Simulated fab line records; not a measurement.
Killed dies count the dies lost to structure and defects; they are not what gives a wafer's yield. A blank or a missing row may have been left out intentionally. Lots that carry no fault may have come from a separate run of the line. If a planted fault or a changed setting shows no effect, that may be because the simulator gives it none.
Which tool is to blame? + flow n5-finfet + 23 lots with 69 wafers sampled at 3 steps, on a route of 1938 steps

## WHAT EACH GAUGE READ, for each wafer
N5_MOL_CONTACT_COAG_OVL_MEAS_09.
| lot  | measured     | on         | CA_OVL (nm)    |
|------|--------------|------------|----------------|
| L075 | day 4 22:03  | overlay-02 | -0.8 -1.0 -0.6 |
| L076 | day 5 03:41  | overlay-02 | -0.5 0.1 0.6   |
| L077 | day 5 14:24  | overlay-02 | -1.5 -0.1 -0.8 |
| L074 | day 5 15:44  | overlay-01 | -1.1 -0.3 -1.0 |
| L078 | day 5 18:34  | overlay-01 | 0.2 -0.7 -0.3  |
| L079 | day 5 21:45  | overlay-01 | -0.9 -1.9 -1.0 |
| L080 | day 6 04:57  | overlay-02 | -1.4 1.1 -1.0  |
| L081 | day 6 11:26  | overlay-02 | -0.4 0.9 -0.5  |
| L082 | day 6 22:22  | overlay-01 | 0.1 0.7 0.8    |
| L083 | day 7 03:50  | overlay-01 | -0.1 -0.1 -0.7 |
| L084 | day 7 08:27  | overlay-02 | -0.5 -0.8 -0.1 |
| L085 | day 7 14:29  | overlay-01 | -0.3 -1.7 -1.2 |
| L086 | day 7 23:01  | overlay-01 | -1.7 -0.8 -0.4 |
| L087 | day 8 04:06  | overlay-02 | 0.3 -0.2 -0.2  |
| L088 | day 8 07:49  | overlay-02 | -1.2 -0.5 -0.6 |
| L089 | day 8 10:53  | overlay-02 | -1.5 -0.9 -1.9 |
| L091 | day 9 00:33  | overlay-01 | 0.3 -2.1 0.3   |
| L092 | day 9 03:23  | overlay-01 | -0.3 0.6 -0.9  |
| L093 | day 9 10:31  | overlay-02 | 0.9 -0.9 0.7   |
| L094 | day 9 16:04  | overlay-01 | 0.1 0.3 -0.4   |
| L095 | day 9 23:11  | overlay-01 | -0.5 -0.7 -1.5 |
| L096 | day 10 03:15 | overlay-01 | 1.2 -1.1 -0.4  |
| L097 | day 10 09:52 | overlay-01 | -0.7 -0.9 -0.3 |

## TOOL THAT RAN EACH LOT (tool first, then ch and the chambers of the sampled wafers, then the start)
| lot  | N5_GATE_CUT_ETCH_28                | N5_GATE_CUT_STRIP_41               |
|------|------------------------------------|------------------------------------|
| L075 | rie-diel-04 ch 1,2,3, day 4 18:16  | rie-diel-04 ch 1,2,3, day 4 18:28  |
| L076 | rie-diel-04 ch 1,2,3, day 4 23:45  | rie-diel-04 ch 1,2,3, day 4 23:56  |
| L077 | rie-diel-01 ch 1,3, day 5 08:53    | rie-diel-01 ch 1,3, day 5 09:04    |
| L074 | rie-diel-02 ch 1,3, day 5 10:18    | rie-diel-02 ch 1,3, day 5 10:29    |
| L078 | rie-diel-01 ch 0,1,3, day 5 14:42  | rie-diel-01 ch 0,1,3, day 5 14:53  |
| L079 | rie-diel-02 ch 0,1, day 5 17:57    | rie-diel-02 ch 0,1, day 5 18:08    |
| L080 | rie-diel-01 ch 2,3, day 6 00:50    | rie-diel-01 ch 2,3, day 6 01:02    |
| L081 | rie-diel-01 ch 1,2,3, day 6 07:35  | rie-diel-01 ch 1,2,3, day 6 07:47  |
| L082 | rie-diel-04 ch 1,2,3, day 6 18:25  | rie-diel-04 ch 1,2,3, day 6 18:36  |
| L083 | rie-diel-04 ch 1,2, day 7 00:11    | rie-diel-04 ch 1,2, day 7 00:23    |
| L084 | rie-diel-02 ch 1,2,3, day 7 04:47  | rie-diel-02 ch 1,2,3, day 7 04:59  |
| L085 | rie-diel-04 ch 2,3, day 7 10:42    | rie-diel-04 ch 2,3, day 7 10:53    |
| L086 | rie-diel-04 ch 1,2,3, day 7 19:14  | rie-diel-04 ch 1,2,3, day 7 19:26  |
| L087 | rie-diel-04 ch 1,2,3, day 7 23:52  | rie-diel-04 ch 1,2,3, day 8 00:03  |
| L088 | rie-diel-04 ch 0,1,2, day 8 03:13  | rie-diel-04 ch 0,1,2, day 8 03:25  |
| L089 | rie-diel-04 ch 1,2, day 8 07:05    | rie-diel-04 ch 1,2, day 8 07:17    |
| L091 | rie-diel-04 ch 0,1,3, day 8 20:51  | rie-diel-04 ch 0,1,3, day 8 21:02  |
| L092 | rie-diel-04 ch 2,3, day 8 23:43    | rie-diel-04 ch 2,3, day 8 23:55    |
| L093 | rie-diel-01 ch 0,2,3, day 9 06:51  | rie-diel-01 ch 0,2,3, day 9 07:02  |
| L094 | rie-diel-04 ch 0,2, day 9 12:14    | rie-diel-04 ch 0,2, day 9 12:25    |
| L095 | rie-diel-02 ch 2,3, day 9 19:32    | rie-diel-02 ch 2,3, day 9 19:43    |
| L096 | rie-diel-04 ch 1,3, day 9 23:20    | rie-diel-04 ch 1,3, day 9 23:32    |
| L097 | rie-diel-04 ch 1,2,3, day 10 06:04 | rie-diel-04 ch 1,2,3, day 10 06:15 |
- N5_GATE_CUT_ETCH_28: etches underlayer in N2/H2, target depth 13 nm, time 10.4 s.
- N5_GATE_CUT_STRIP_41: strips in CF4.

## WHAT THE TOOLS THEMSELVES READ (means of the sampled wafers that have a number; where no wafer has one, the mark that the record gives instead)
N5_GATE_CUT_ETCH_28.
| lot  | tool        | drypump-motor-current-A (A) | etch-rf-on-time-s (s) | h2-flow-sccm (sccm) | oes-product-au (a.u.) | rf-vpp-V (V) | showerhead-plenum-p-Torr (Torr) | throttle-valve-pct (%) |
|------|-------------|-----------------------------|-----------------------|---------------------|-----------------------|--------------|---------------------------------|------------------------|
| L075 | rie-diel-04 | 5.8                         | 10.4                  | 200.0               | 0.72                  | 522.9        | 2.51                            | 17.71                  |
| L076 | rie-diel-04 | 5.8                         | 10.4                  | 200.0               | 0.72                  | 523.3        | 2.51                            | 17.70                  |
| L077 | rie-diel-01 | 6.3                         | 10.8                  | 199.6               | 0.73                  | 525.0        | 2.56                            | 17.65                  |
| L074 | rie-diel-02 | 5.6                         | 10.3                  | 200.0               | 0.65                  | 524.0        | 2.54                            | 17.87                  |
| L078 | rie-diel-01 | 5.9                         | 10.5                  | 199.7               | 0.74                  | 524.4        | 2.53                            | 17.57                  |
| L079 | rie-diel-02 | 5.5                         | 10.6                  | 199.8               | 0.61                  | 525.6        | 2.61                            | 18.13                  |
| L080 | rie-diel-01 | 6.6                         | 10.2                  | 199.5               | 0.67                  | 521.8        | 2.49                            | 17.52                  |
| L081 | rie-diel-01 | 6.4                         | 10.7                  | 199.7               | 0.69                  | 524.0        | 2.52                            | 17.59                  |
| L082 | rie-diel-04 | 5.8                         | 10.5                  | 199.9               | 0.70                  | 521.8        | 2.50                            | 17.73                  |
| L083 | rie-diel-04 | 5.5                         | 10.6                  | 200.3               | 0.68                  | 522.2        | 2.50                            | 17.78                  |
| L084 | rie-diel-02 | 5.9                         | 10.2                  | 200.3               | 0.69                  | 526.1        | 2.59                            | 17.82                  |
| L085 | rie-diel-04 | 6.0                         | 10.6                  | 200.3               | 0.65                  | 520.5        | 2.44                            | 17.65                  |
| L086 | rie-diel-04 | 5.8                         | 10.4                  | 199.7               | 0.69                  | 522.1        | 2.50                            | 17.74                  |
| L087 | rie-diel-04 | 5.8                         | 10.3                  | 199.5               | 0.69                  | 522.3        | 2.50                            | 17.75                  |
| L088 | rie-diel-04 | 5.6                         | 10.6                  | 200.5               | 0.66                  | 524.6        | 2.57                            | 17.92                  |
| L089 | rie-diel-04 | 5.5                         | 10.6                  | 200.1               | 0.67                  | 522.3        | 2.50                            | 17.78                  |
| L091 | rie-diel-04 | 5.9                         | 10.3                  | 200.8               | 0.69                  | 524.9        | 2.57                            | 17.89                  |
| L092 | rie-diel-04 | 6.0                         | 10.6                  | 200.2               | 0.64                  | 519.7        | 2.44                            | 17.67                  |
| L093 | rie-diel-01 | 6.1                         | 10.2                  | 200.5               | 0.68                  | 521.7        | 2.48                            | 17.54                  |
| L094 | rie-diel-04 | 6.0                         | 10.8                  | 199.8               | 0.61                  | 525.2        | 2.58                            | 17.97                  |
| L095 | rie-diel-02 | 6.1                         | 10.5                  | 200.0               | 0.65                  | 525.7        | 2.57                            | 17.96                  |
| L096 | rie-diel-04 | 5.6                         | 10.0                  | 200.3               | 0.72                  | 523.9        | 2.55                            | 17.85                  |
| L097 | rie-diel-04 | 5.8                         | 10.5                  | 199.8               | 0.67                  | 522.9        | 2.49                            | 17.77                  |

N5_GATE_CUT_STRIP_41.
| lot  | tool        | bias-power-w (W) | drypump-motor-current-A (A) | oes-product-au (a.u.) | rf-vpp-V (V) | showerhead-plenum-p-Torr (Torr) | throttle-valve-pct (%) |
|------|-------------|------------------|-----------------------------|-----------------------|--------------|---------------------------------|------------------------|
| L075 | rie-diel-04 | 75.04            | 5.8                         | 0.193                 | 271.1        | 1.78                            | 13.40                  |
| L076 | rie-diel-04 | 74.91            | 5.8                         | 0.195                 | 270.9        | 1.77                            | 13.40                  |
| L077 | rie-diel-01 | 74.88            | 6.4                         | 0.202                 | 271.4        | 1.81                            | 13.40                  |
| L074 | rie-diel-02 | 74.97            | 5.6                         | 0.175                 | 271.5        | 1.80                            | 13.67                  |
| L078 | rie-diel-01 | 75.07            | 5.9                         | 0.201                 | 270.8        | 1.78                            | 13.33                  |
| L079 | rie-diel-02 | 74.94            | 5.5                         | 0.162                 | 271.9        | 1.81                            | 13.71                  |
| L080 | rie-diel-01 | 74.77            | 6.6                         | 0.179                 | 269.6        | 1.77                            | 13.31                  |
| L081 | rie-diel-01 | 75.03            | 6.5                         | 0.188                 | 270.1        | 1.78                            | 13.36                  |
| L082 | rie-diel-04 | 75.09            | 5.8                         | 0.187                 | 271.7        | 1.77                            | 13.43                  |
| L083 | rie-diel-04 | 74.96            | 5.5                         | 0.183                 | 270.6        | 1.77                            | 13.46                  |
| L084 | rie-diel-02 | 74.91            | 5.9                         | 0.186                 | 272.0        | 1.84                            | 13.62                  |
| L085 | rie-diel-04 | 74.81            | 6.0                         | 0.174                 | 269.7        | 1.74                            | 13.50                  |
| L086 | rie-diel-04 | 75.24            | 5.8                         | 0.187                 | 270.3        | 1.77                            | 13.46                  |
| L087 | rie-diel-04 | 75.12            | 5.8                         | 0.187                 | 271.5        | 1.77                            | 13.45                  |
| L088 | rie-diel-04 | 74.92            | 5.6                         | 0.184                 | 271.8        | 1.80                            | 13.53                  |
| L089 | rie-diel-04 | 74.72            | 5.5                         | 0.182                 | 269.5        | 1.76                            | 13.48                  |
| L091 | rie-diel-04 | 74.98            | 5.9                         | 0.189                 | 271.7        | 1.81                            | 13.52                  |
| L092 | rie-diel-04 | 75.26            | 6.0                         | 0.177                 | 270.0        | 1.74                            | 13.52                  |
| L093 | rie-diel-01 | 75.12            | 6.1                         | 0.179                 | 270.8        | 1.76                            | 13.32                  |
| L094 | rie-diel-04 | 75.24            | 5.9                         | 0.166                 | 271.4        | 1.82                            | 13.65                  |
| L095 | rie-diel-02 | 75.22            | 6.1                         | 0.179                 | 271.3        | 1.84                            | 13.80                  |
| L096 | rie-diel-04 | 74.87            | 5.6                         | 0.196                 | 271.9        | 1.79                            | 13.44                  |
| L097 | rie-diel-04 | 75.12            | 5.8                         | 0.183                 | 270.4        | 1.76                            | 13.50                  |

## THE ANSWER, worked out from the rows above alone
Rule: the usual values come from the lots themselves. Put in order of their means at a reading, lots are off if they are a third of the lots or fewer, leave a main group of 4 or more, and stand apart from it by a gap of 3 or more times the standard deviation of the main group's means; of several such gaps the widest counts. The tables above print the reading to a certain number of digits; a main group whose means all agree to those digits is not used. Also off: a lot with no number at a reading for which 4 or more lots have one. All remaining lots with rows at the step are treated as sound. The gauges are gone through in route order, then the tools' own readings, and for those a lot's mean is taken as printed above. At the first step where some lot is off, the reading lying furthest off is the one used; lots without a number count as furthest.
No lot is off at any reading shown: from this, nothing can be told.

## WHAT THE SIMULATOR HAD PUT IN
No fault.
